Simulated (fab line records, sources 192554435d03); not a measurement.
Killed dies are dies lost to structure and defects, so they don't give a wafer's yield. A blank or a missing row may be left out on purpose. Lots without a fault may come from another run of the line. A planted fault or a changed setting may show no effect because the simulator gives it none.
Chamber matching | flow n5_finfet | N5_BEOL_M0_SAQP_STRIP_108 on rie_diel-04: 4 sister chambers
The step strips in N2/H2. 8 wafers are shown with their chamber, then 9 later ones without.

WAFERS WITH THEIR CHAMBER
wafer  | chamber | showerhead_plenum_p_Torr (Torr) | drypump_motor_current_A (A)
L081.3 | 3       | 3.18                            | 6.0
L082.1 | 0       | 3.30                            | 5.4
L089.2 | 3       | 3.18                            | 5.9
L089.5 | 2       | 3.58                            | 4.8
L089.6 | 1       | 3.45                            | 5.1
L094.3 | 1       | 3.44                            | 5.1
L094.4 | 2       | 3.57                            | 4.7
L094.5 | 0       | 3.28                            | 5.4

WAFERS WITHOUT THEIR CHAMBER
wafer  | showerhead_plenum_p_Torr (Torr) | drypump_motor_current_A (A)
L095.1 | 3.57                            | 4.7
L095.2 | 3.28                            | 5.4
L095.6 | 3.44                            | 5.1
L096.1 | 3.57                            | 4.7
L096.2 | 3.28                            | 5.4
L096.5 | 3.57                            | 4.7
L097.1 | 3.17                            | 5.9
L097.2 | 3.44                            | 5.1
L097.5 | 3.28                            | 5.4

WHICH CHAMBER EACH WENT THROUGH
wafer  | from the rows above | in truth
L095.1 | 2                   | 2
L095.2 | 0                   | 0
L095.6 | 1                   | 1
L096.1 | 2                   | 2
L096.2 | 0                   | 0
L096.5 | 2                   | 2
L097.1 | 3                   | 3
L097.2 | 1                   | 1
L097.5 | 0                   | 0
Placed correctly: 9 of 9. Can't be placed from these rows: 0. Placed wrongly: 0.
How it was worked out, from the rows above alone: a wafer's distance from a chamber is the root of the sum, over the readings, of the square of ((its reading less the chamber's mean) divided by the reading's scatter). The wafer belongs to the nearest chamber; if the next one is less than 2 further off, it can't be placed. A chamber's mean is the mean of its shown wafers. The scatter: the root of (the sum of the squares of (reading less its chamber's mean) over the shown wafers, divided by (wafers less chambers)).
